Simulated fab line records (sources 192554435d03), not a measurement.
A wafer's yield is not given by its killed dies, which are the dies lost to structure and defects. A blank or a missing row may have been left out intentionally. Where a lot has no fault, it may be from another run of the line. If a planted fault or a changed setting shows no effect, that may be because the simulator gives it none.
Chamber matching || flow n5Finfet || N5_BEOL_M14_DESCUM_15 on rieDiel-06: 4 sister chambers
The step chemistry O2, time 7.9 s. 14 wafers are shown with their chamber, then 7 later ones without.

## WAFERS, EACH WITH ITS CHAMBER
{"wafer": "L078.1", "chamber": 1, "throttleValvePct (%)": 20.07, "drypumpMotorCurrentA (A)": 6.4, "oesProductAu (a.u.)": 0.89}
{"wafer": "L078.4", "chamber": 2, "throttleValvePct (%)": 20.41, "drypumpMotorCurrentA (A)": 6.3, "oesProductAu (a.u.)": 0.85}
{"wafer": "L078.5", "chamber": 3, "throttleValvePct (%)": 20.07, "drypumpMotorCurrentA (A)": 5.7, "oesProductAu (a.u.)": 0.83}
{"wafer": "L083.4", "chamber": 2, "throttleValvePct (%)": 20.42, "drypumpMotorCurrentA (A)": 6.4, "oesProductAu (a.u.)": 0.84}
{"wafer": "L083.5", "chamber": 1, "throttleValvePct (%)": 20.09, "drypumpMotorCurrentA (A)": 6.5, "oesProductAu (a.u.)": 0.87}
{"wafer": "L083.6", "chamber": 3, "throttleValvePct (%)": 20.07, "drypumpMotorCurrentA (A)": 5.7, "oesProductAu (a.u.)": 0.83}
{"wafer": "L084.2", "chamber": 1, "throttleValvePct (%)": 20.09, "drypumpMotorCurrentA (A)": 6.4, "oesProductAu (a.u.)": 0.88}
{"wafer": "L084.4", "chamber": 0, "throttleValvePct (%)": 20.23, "drypumpMotorCurrentA (A)": 5.4, "oesProductAu (a.u.)": 1.01}
{"wafer": "L084.6", "chamber": 1, "throttleValvePct (%)": 20.07, "drypumpMotorCurrentA (A)": 6.5, "oesProductAu (a.u.)": 0.89}
{"wafer": "L085.1", "chamber": 1, "throttleValvePct (%)": 20.09, "drypumpMotorCurrentA (A)": 6.5, "oesProductAu (a.u.)": 0.87}
{"wafer": "L085.2", "chamber": 3, "throttleValvePct (%)": 20.09, "drypumpMotorCurrentA (A)": 5.7, "oesProductAu (a.u.)": 0.83}
{"wafer": "L085.6", "chamber": 0, "throttleValvePct (%)": 20.22, "drypumpMotorCurrentA (A)": 5.3, "oesProductAu (a.u.)": 0.99}
{"wafer": "L090.1", "chamber": 2, "throttleValvePct (%)": 20.43, "drypumpMotorCurrentA (A)": 6.4, "oesProductAu (a.u.)": 0.83}
{"wafer": "L090.3", "chamber": 3, "throttleValvePct (%)": 20.11, "drypumpMotorCurrentA (A)": 5.7, "oesProductAu (a.u.)": 0.80}

SIGNATURES (means of the wafers above)
{"reading": "throttleValvePct", "chamber 0": 20.2250, "chamber 1": 20.0820, "chamber 2": 20.4200, "chamber 3": 20.0850, "scatter within a chamber": 0.0135}
{"reading": "drypumpMotorCurrentA", "chamber 0": 5.350, "chamber 1": 6.460, "chamber 2": 6.367, "chamber 3": 5.700, "scatter within a chamber": 0.0486}
{"reading": "oesProductAu", "chamber 0": 1.0000, "chamber 1": 0.8800, "chamber 2": 0.8400, "chamber 3": 0.8225, "scatter within a chamber": 0.0121}
Rule: distance of a wafer from a chamber = root of the sum over the readings of ((wafer's reading minus chamber's mean) / reading's scatter) squared. The wafer belongs to the nearest chamber; if the next one is less than 2 further off, it can't be placed. How the scatter is found: for the shown wafers, subtract from each reading the mean of its chamber, square and add these, divide the total by (wafers less chambers), then take the root.

## WAFERS WITHOUT THEIR CHAMBER
{"wafer": "L090.5", "throttleValvePct (%)": 20.09, "drypumpMotorCurrentA (A)": 6.5, "oesProductAu (a.u.)": 0.86}
{"wafer": "L091.1", "throttleValvePct (%)": 20.24, "drypumpMotorCurrentA (A)": 5.3, "oesProductAu (a.u.)": 0.94}
{"wafer": "L091.2", "throttleValvePct (%)": 20.12, "drypumpMotorCurrentA (A)": 5.7, "oesProductAu (a.u.)": 0.81}
{"wafer": "L091.4", "throttleValvePct (%)": 20.44, "drypumpMotorCurrentA (A)": 6.4, "oesProductAu (a.u.)": 0.83}
{"wafer": "L096.4", "throttleValvePct (%)": 20.12, "drypumpMotorCurrentA (A)": 6.5, "oesProductAu (a.u.)": 0.85}
{"wafer": "L096.5", "throttleValvePct (%)": 20.27, "drypumpMotorCurrentA (A)": 5.3, "oesProductAu (a.u.)": 0.93}
{"wafer": "L096.6", "throttleValvePct (%)": 20.13, "drypumpMotorCurrentA (A)": 5.7, "oesProductAu (a.u.)": 0.80}

## WHICH CHAMBER EACH ONE RAN IN
{"wafer": "L090.5", "from the rows above": 1, "in truth": 1}
{"wafer": "L091.1", "from the rows above": 0, "in truth": 0}
{"wafer": "L091.2", "from the rows above": 3, "in truth": 3}
{"wafer": "L091.4", "from the rows above": 2, "in truth": 2}
{"wafer": "L096.4", "from the rows above": 1, "in truth": 1}
{"wafer": "L096.5", "from the rows above": 0, "in truth": 0}
{"wafer": "L096.6", "from the rows above": 3, "in truth": 3}
Correct placement for 7 of the 7. Not placeable from these rows: 0. Wrongly placed: 0.
